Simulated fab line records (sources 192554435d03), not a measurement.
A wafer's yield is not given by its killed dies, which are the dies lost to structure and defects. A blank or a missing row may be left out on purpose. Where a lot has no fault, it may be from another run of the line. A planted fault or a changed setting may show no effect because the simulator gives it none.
Matching of chambers / flow n5 finfet / N5_BEOL_M9_CVD_78 on cvd co-01: 3 sister chambers
The step deposits Co from CCTBA/H2, target thk 2 nm, time 138.9 s. 6 wafers are shown with their chamber, then 7 later ones without.

## WAFERS PAIRED WITH THEIR CHAMBERS
wafer=L192.2; chamber=2; run length s (s)=160.5
wafer=L192.6; chamber=2; run length s (s)=160.9
wafer=L193.4; chamber=1; run length s (s)=161.1
wafer=L193.6; chamber=0; run length s (s)=162.1
wafer=L195.2; chamber=0; run length s (s)=161.4
wafer=L195.4; chamber=1; run length s (s)=161.1

## WAFERS WHOSE CHAMBER IS MISSING
wafer=L195.6; run length s (s)=160.6
wafer=L201.2; run length s (s)=162.0
wafer=L201.4; run length s (s)=161.4
wafer=L201.5; run length s (s)=161.3
wafer=L202.2; run length s (s)=161.4
wafer=L202.5; run length s (s)=160.5
wafer=L202.6; run length s (s)=161.3

## EACH ONE'S CHAMBER
wafer=L195.6; from the rows above=can't be placed: 2 or 1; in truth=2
wafer=L201.2; from the rows above=can't be placed: 0 or 1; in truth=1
wafer=L201.4; from the rows above=can't be placed: 1 or 0 or 2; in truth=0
wafer=L201.5; from the rows above=can't be placed: 1 or 0 or 2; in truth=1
wafer=L202.2; from the rows above=can't be placed: 1 or 0 or 2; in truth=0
wafer=L202.5; from the rows above=can't be placed: 2 or 1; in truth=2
wafer=L202.6; from the rows above=can't be placed: 1 or 0 or 2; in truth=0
Correctly placed: 0 of 7. From these rows, 7 cannot be placed; in 7 the true chamber is one of the candidates. Number placed wrongly: 0.
How it was worked out, from the rows above alone: a wafer's distance from a chamber is the root of the sum, over the readings, of the square of ((its reading less the chamber's mean) divided by the reading's scatter). If the next closest chamber is less than 2 further off than the closest, the wafer can't be placed; otherwise it belongs to the closest. The mean given for a chamber averages the wafers shown for that chamber. The scatter: take each reading less its chamber's mean, square it, sum over the shown wafers, divide by the number of wafers less the number of chambers, and take the root.
